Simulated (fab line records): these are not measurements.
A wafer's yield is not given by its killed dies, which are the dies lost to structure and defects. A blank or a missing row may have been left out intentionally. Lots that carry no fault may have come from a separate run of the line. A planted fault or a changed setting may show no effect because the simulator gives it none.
Chamber matching -- flow n5_finfet -- N5_BEOL_M1_ETCHBACK_99 on rie_diel-01 has 4 sister chambers
The step etches SiO2 in CHF3, target depth 5 nm, time 10.4 s. 39 wafers are shown with their chamber, then 12 later ones without.

== EACH WAFER AND ITS CHAMBER ==
wafer,chamber,drypump_motor_current_A (A),showerhead_plenum_p_Torr (Torr),rf_vpp_V (V)
L074.1,1,5.4,2.13,248
L074.4,3,6.0,2.23,229
L074.6,1,5.4,2.13,245
L075.2,2,5.2,2.11,247
L075.3,0,5.5,2.13,244
L075.6,2,5.3,2.11,247
L076.1,3,6.0,2.23,230
L076.3,1,5.4,2.13,246
L076.6,3,6.0,2.23,228
L078.2,0,5.5,2.13,244
L078.3,2,5.2,2.11,247
L078.5,3,6.0,2.22,228
L081.1,0,5.5,2.13,245
L081.2,2,5.2,2.11,246
L081.4,3,6.1,2.22,228
L077.2,2,5.2,2.11,245
L077.4,3,6.0,2.22,229
L077.6,1,5.4,2.13,248
L080.1,2,5.2,2.11,246
L080.3,0,5.5,2.13,245
L080.5,1,5.4,2.13,246
L082.2,0,5.5,2.13,246
L082.3,3,6.0,2.22,230
L082.4,2,5.3,2.11,247
L083.1,3,6.1,2.22,229
L083.5,0,5.5,2.12,244
L083.6,1,5.4,2.13,248
L084.3,2,5.3,2.11,246
L084.4,3,6.0,2.22,229
L084.6,2,5.3,2.11,246
L086.1,3,6.1,2.22,227
L086.3,2,5.3,2.10,245
L086.6,2,5.2,2.10,247
L088.1,2,5.3,2.10,246
L088.4,3,6.0,2.22,227
L088.5,1,5.4,2.12,246
L089.1,3,6.1,2.22,227
L089.4,0,5.5,2.12,245
L089.6,0,5.5,2.12,245

SIGNATURES (means of the wafers above)
reading,chamber 0,chamber 1,chamber 2,chamber 3,scatter within a chamber
drypump_motor_current_A,5.500,5.400,5.250,6.033,0.0402
showerhead_plenum_p_Torr,2.1262,2.1286,2.1075,2.2225,0.00455
rf_vpp_V,244.75,246.71,246.25,228.42,0.958
Rule: a wafer's distance from a chamber is the root of the sum, over the readings, of the square of ((its reading less the chamber's mean) divided by the reading's scatter). If the next closest chamber is less than 2 further off than the closest, the wafer can't be placed; otherwise it belongs to the closest. The scatter is the square root of a quotient: the sum, over the shown wafers, of each reading's squared deviation from its chamber's mean, divided by wafers minus chambers.

== WAFERS WITHOUT THEIR CHAMBER ==
wafer,drypump_motor_current_A (A),showerhead_plenum_p_Torr (Torr),rf_vpp_V (V)
L093.3,5.4,2.12,246
L093.5,5.4,2.12,249
L093.6,5.5,2.12,245
L094.2,5.3,2.10,248
L094.3,5.4,2.12,246
L094.6,5.3,2.10,245
L095.2,5.5,2.12,245
L095.5,5.4,2.12,246
L095.6,5.5,2.12,245
L096.4,5.3,2.10,246
L096.5,5.5,2.11,245
L096.6,6.0,2.21,229

== WHICH CHAMBER EACH WENT THROUGH ==
wafer,from the rows above,in truth
L093.3,can't be placed: 1 or 0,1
L093.5,1,1
L093.6,0,0
L094.2,2,2
L094.3,can't be placed: 1 or 0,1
L094.6,2,2
L095.2,0,0
L095.5,can't be placed: 1 or 0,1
L095.6,0,0
L096.4,2,2
L096.5,can't be placed: 0 or 1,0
L096.6,3,3
Placed correctly: 8 of 12. Unplaceable from these rows: 4, with the true chamber sitting among the candidates in 4. Wrongly placed: 0.
